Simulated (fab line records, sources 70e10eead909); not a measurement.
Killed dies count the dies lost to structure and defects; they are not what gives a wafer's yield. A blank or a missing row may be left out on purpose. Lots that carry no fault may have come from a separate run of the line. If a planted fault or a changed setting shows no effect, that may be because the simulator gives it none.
Which tool did it? ; flow nandHarc ; 6 lots, 18 wafers sampled, at 4 steps of a route of 1302

WHAT THE GAUGES READ, wafer by wafer
NHARC_END_SORT_01.
lot;measured;on;killedAtPeriphery
L439;day 25 19:44;prober-01;6 6 6
L441;day 26 15:56;prober-02;3 6 7
L442;day 27 22:13;prober-01;3 8 7
L453;day 31 12:47;prober-01;6 3 3

TOOL THAT RAN EACH LOT (tool first, then ch and the chambers of the sampled wafers, then the start)
lot;NHARC_A_M1_CMP_23;NHARC_A_BONDPAD_ETCH_12;NHARC_A_BONDPAD_ANNEAL_28
L438;cmp-02 ch 0,1,3, day 24 09:19;rieDiel-05 ch 1,2,3, day 24 12:08;rtpAnneal-02 ch 0, day 24 13:45
L439;cmp-02 ch 0,1,2, day 24 11:13;rieDiel-03 ch 0,1, day 24 14:05;rtpAnneal-01 ch 0, day 24 15:38
L441;cmp-04 ch 1,2,3, day 25 03:20;rieDiel-03 ch 1,3, day 25 06:08;rtpAnneal-01 ch 0, day 25 07:42
L442;cmp-03 ch 0,2,3, day 26 13:50;rieDiel-03 ch 0,1, day 26 16:37;rtpAnneal-02 ch 0, day 26 18:13
L445;cmp-03 ch 0,1,2, day 28 02:16;rieDiel-03 ch 0,1,2, day 28 05:02;rtpAnneal-02 ch 0, day 28 06:31
L453;cmp-02 ch 0,2,3, day 30 03:35;rieDiel-03 ch 0,3, day 30 06:11;rtpAnneal-02 ch 0, day 30 07:58
- NHARC_A_M1_CMP_23: polishes, t overpolish 20 s, target thk 154.34 nm.
- NHARC_A_BONDPAD_ETCH_12: etches the open film in CHF3/O2, target depth 220 nm, time 110 s.
- NHARC_A_BONDPAD_ANNEAL_28: time 90 s.

THE ANSWER, worked out from the rows above alone
Rule: usual is defined by the lots themselves. The widest of any qualifying gaps counts: lots, ordered by their means at a reading, are off when they make up no more than a third of the lots, leave a main group of 4 or more, and stand apart from it by 3 or more times the standard deviation of that group's means. The tables above print the reading to a certain number of digits; a main group whose means all agree to those digits is not used. Also off: a lot with no number at a reading for which 4 or more lots have one. All remaining lots with rows at the step are treated as sound.
Across all readings shown, no lot is off: no conclusion can be drawn from this.

WHAT THE SIMULATOR HAD PUT IN
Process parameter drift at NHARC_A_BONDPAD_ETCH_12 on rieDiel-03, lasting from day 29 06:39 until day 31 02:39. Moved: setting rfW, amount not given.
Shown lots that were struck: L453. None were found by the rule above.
